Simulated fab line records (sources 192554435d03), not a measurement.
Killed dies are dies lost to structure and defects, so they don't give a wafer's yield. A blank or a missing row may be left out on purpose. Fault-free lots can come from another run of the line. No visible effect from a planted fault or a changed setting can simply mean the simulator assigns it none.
What tool caused it?    flow n5-finfet    10 lots, 28 wafers sampled, at 6 steps of a route of 1938

== WHAT EACH GAUGE READ, for each wafer ==
The record holds no reading of a measuring or inspecting step that can be judged against a usual standard deviation.

== WHICH TOOL RAN EACH LOT (tool, then ch and the chambers of the sampled wafers, then the start) ==
lot   N5_BEOL_M11_STRIP_67                N5_BEOL_M11_STRIP_36                N5_BEOL_M11_SURFACE_TREAT_76  N5_BEOL_M11_ECD_50              N5_BEOL_M11_CMP_52             N5_PASSIVATION_PROBE_49
L720  rie-diel-04 ch 1,2,3, day 12 03:41  rie-diel-01 ch 1,2, day 12 06:26    pvd-sputter-01, day 12 07:53  ecd-cu-01 ch 0,1, day 12 08:19  cmp-03 ch 1,2, day 12 09:05    -
L721  rie-diel-04 ch 0,1, day 12 15:33    rie-diel-01 ch 0,1,2, day 12 16:37  pvd-sputter-02, day 12 18:00  ecd-cu-02 ch 0,1, day 12 19:32  cmp-03 ch 0,2,3, day 12 20:01  -
L723  rie-diel-01 ch 1,2,3, day 13 15:19  rie-diel-02 ch 2,3, day 13 16:40    pvd-sputter-01, day 13 19:43  ecd-cu-01 ch 0,1, day 13 20:02  cmp-03 ch 1,2,3, day 13 21:23  -
L724  rie-diel-02 ch 1,3, day 13 16:08    rie-diel-02 ch 0,3, day 13 18:49    pvd-sputter-02, day 13 20:26  ecd-cu-02 ch 0,1, day 13 20:47  cmp-01 ch 1,2, day 13 22:31    -
L728  rie-diel-04 ch 0,1,3, day 14 04:08  rie-diel-02 ch 1,2,3, day 14 05:54  pvd-sputter-03, day 14 07:10  ecd-cu-01 ch 0,1, day 14 07:40  cmp-04 ch 1,2,3, day 14 08:16  -
L727  rie-diel-04 ch 0,2, day 14 18:43    rie-diel-04 ch 1,3, day 14 20:24    pvd-sputter-03, day 14 22:49  ecd-cu-01 ch 0,1, day 14 23:15  cmp-04 ch 0,1,2, day 14 23:40  -
L729  rie-diel-04 ch 0,2,3, day 15 00:45  rie-diel-04 ch 0,1,3, day 15 02:38  pvd-sputter-01, day 15 03:53  ecd-cu-02 ch 0,1, day 15 05:58  cmp-04 ch 0,1,3, day 15 06:22  prober-02, day 16 23:12
L732  rie-diel-02 ch 0,1,3, day 15 07:40  rie-diel-01 ch 0,1,3, day 15 08:49  pvd-sputter-01, day 15 10:28  ecd-cu-02 ch 0,1, day 15 11:05  cmp-04 ch 1,3, day 15 11:49    prober-01, day 17 10:14
L736  rie-diel-02 ch 2,3, day 15 21:24    rie-diel-04 ch 1,3, day 15 23:01    pvd-sputter-01, day 16 00:46  ecd-cu-01 ch 0,1, day 16 01:05  cmp-04 ch 0,1, day 16 01:49    -
L738  rie-diel-02 ch 3, day 16 04:08      rie-diel-01 ch 0,1, day 16 06:10    pvd-sputter-02, day 16 07:35  ecd-cu-01 ch 0,1, day 16 07:55  cmp-04 ch 0,3, day 16 08:26    -
- N5_BEOL_M11_STRIP_67: strips in CF4.
- N5_BEOL_M11_STRIP_36: strips in N2/H2.
- N5_BEOL_M11_SURFACE_TREAT_76
- N5_BEOL_M11_ECD_50: material Cu, target thk 318 nm.
- N5_BEOL_M11_CMP_52: polishes, stops on SiCOH lowk, t overpolish 7 s, target thk 140 nm.
- N5_PASSIVATION_PROBE_49

== WHAT THE TOOLS THEMSELVES READ (means of the sampled wafers that have a number; where no wafer has one, the mark that the record gives instead) ==
N5_BEOL_M11_STRIP_67. Usual: drypump-motor-current-A 5.7 A, standard deviation 0.48; oes-product-au 0.81 a.u., standard deviation 0.072; rf-vpp-V 271.1 V, standard deviation 1.6; showerhead-plenum-p-Torr 1.79 Torr, standard deviation 0.067; throttle-valve-pct 13.48 %, standard deviation 0.2.
lot   tool         drypump-motor-current-A (A)  oes-product-au (a.u.)  rf-vpp-V (V)  showerhead-plenum-p-Torr (Torr)  throttle-valve-pct (%)  flag
L720  rie-diel-04  5.9                          0.72                   271.1         1.76                             13.56                   
L721  rie-diel-04  5.4                          0.76                   271.4         1.77                             13.58                   
L723  rie-diel-01  5.7                          0.81                   273.2         1.88                             13.55                   
L724  rie-diel-02  5.7                          0.82                   271.5         1.78                             13.30                   
L728  rie-diel-04  5.7                          0.76                   270.2         1.72                             13.60                   
L727  rie-diel-04  5.7                          0.90                   271.5         1.80                             13.29                   
L729  rie-diel-04  5.8                          0.83                   270.9         1.74                             13.45                   
L732  rie-diel-02  5.6                          0.82                   270.8         1.79                             13.44                   
L736  rie-diel-02  5.7                          0.83                   270.9         1.81                             13.34                   
L738  rie-diel-02  6.2                          0.79                   271.2         1.79                             13.29                   

N5_BEOL_M11_STRIP_36. Usual: drypump-motor-current-A 5.7 A, standard deviation 0.47; oes-product-au 0.81 a.u., standard deviation 0.078; rf-vpp-V 59.2 V, standard deviation 1.9; showerhead-plenum-p-Torr 2.54 Torr, standard deviation 0.11; temp-c 39.99 C, standard deviation 0.1; throttle-valve-pct 23.6 %, standard deviation 0.32.
lot   tool         drypump-motor-current-A (A)  oes-product-au (a.u.)  rf-vpp-V (V)  showerhead-plenum-p-Torr (Torr)  temp-c (C)  throttle-valve-pct (%)  flag
L720  rie-diel-01  5.9                          0.89                   59.8          2.70                             39.84       23.6                    
L721  rie-diel-01  6.0                          0.82                   59.4          2.67                             40.00       23.6                    
L723  rie-diel-02  5.9                          0.84                   59.0          2.56                             39.92       23.3                    
L724  rie-diel-02  5.8                          0.84                   58.8          2.57                             40.11       23.5                    
L728  rie-diel-02  5.5                          0.85                   58.5          2.53                             40.02       23.3                    
L727  rie-diel-04  6.1                          0.75                   57.6          2.39                             39.96       23.6                    
L729  rie-diel-04  5.7                          0.75                   59.4          2.44                             39.94       23.7                    
L732  rie-diel-01  5.8                          0.74                   59.8          2.63                             40.01       24.0                    
L736  rie-diel-04  6.0                          0.73                   59.5          2.42                             40.07       23.6                    
L738  rie-diel-01  5.9                          0.76                   60.2          2.63                             39.98       23.9                    

N5_BEOL_M11_CMP_52. Usual: head-pressure-psi 0.9997 psi, standard deviation 0.0022; motor-current-A 6.2 A, standard deviation 0.51; platen-rpm 50.00 rpm, standard deviation 0.031; time-to-endpoint-s 67.2 s, standard deviation 2.4.
lot   tool    head-pressure-psi (psi)  motor-current-A (A)  platen-rpm (rpm)  time-to-endpoint-s (s)  flag
L720  cmp-03  0.9992                   6.1                  49.97             63.8                    
L721  cmp-03  0.9983                   6.7                  50.03             69.0                    
L723  cmp-03  1.0008                   6.3                  50.00             64.0                    
L724  cmp-01  0.9969                   6.4                  50.03             67.2                    
L728  cmp-04  0.9999                   6.2                  50.02             70.9                    
L727  cmp-04  0.9987                   6.0                  50.02             73.2                    
L729  cmp-04  0.9990                   6.1                  50.00             68.5                    
L732  cmp-04  0.9993                   6.4                  50.02             67.5                    
L736  cmp-04  0.9970                   6.0                  50.00             54.5                    OFF
L738  cmp-04  1.0011                   5.8                  50.03             56.8                    OFF

N5_PASSIVATION_PROBE_49. Usual: defect-limited-yield 91.1 %, standard deviation 1.4; killed_at_M0_to_M3 34, standard deviation 10; killed_at_M4_up 14, standard deviation 5.5; killed-at-contacts 12, standard deviation 5.1; killed-at-front-end 41, standard deviation 12; killed-at-other 4, standard deviation 3.1; killed-dies 105, standard deviation 17; killed-open 70, standard deviation 13; killed-short 33, standard deviation 7.6; sort_bin_5_function 5.3 %, standard deviation 0.98; sort_bin_6_memory 3.3 %, standard deviation 0.67; sort-n-pass 1075, standard deviation 17; sort-yield-pct 91.1 %, standard deviation 1.4.
lot   tool       defect-limited-yield (%)  killed_at_M0_to_M3  killed_at_M4_up  killed-at-contacts  killed-at-front-end  killed-at-other  killed-dies  killed-open  killed-short  sort_bin_5_function (%)  sort_bin_6_memory (%)  sort-n-pass  sort-yield-pct (%)  flag
L729  prober-02  87.4                      42                  24               14                  62                   7                149          92           56            8.4                      3.8                    1031         87.4                OFF
L732  prober-01  92.5                      14                  10               24                  39                   1                88           48           40            4.1                      3.1                    1092         92.5                

== THE ANSWER, worked out from the rows above alone ==
Rule: a lot is off if the mean of its wafers that have a number lies more than 3 standard deviations from the usual mean. A lot without any number at a reading at which 4 lots or more have one is off too. The other lots that the step has rows for count as sound. First the gauges in route order, then the tools' own readings, where a lot's mean is used as printed above. At the first step where some lot is off, the reading lying furthest off is the one used; lots without a number count as furthest.
Off: L736, L738 (N5_BEOL_M11_CMP_52, time-to-endpoint-s).
A tool fits if, at that step or a process step before it, it ran every lot that is off, and no sound lot after the first of them. Can't be told from this: 3 tools fit, rie-diel-02 at N5_BEOL_M11_STRIP_67, ecd-cu-01 at N5_BEOL_M11_ECD_50, cmp-04 at N5_BEOL_M11_CMP_52.

== WHAT HAD BEEN PUT IN BY THE SIMULATOR ==
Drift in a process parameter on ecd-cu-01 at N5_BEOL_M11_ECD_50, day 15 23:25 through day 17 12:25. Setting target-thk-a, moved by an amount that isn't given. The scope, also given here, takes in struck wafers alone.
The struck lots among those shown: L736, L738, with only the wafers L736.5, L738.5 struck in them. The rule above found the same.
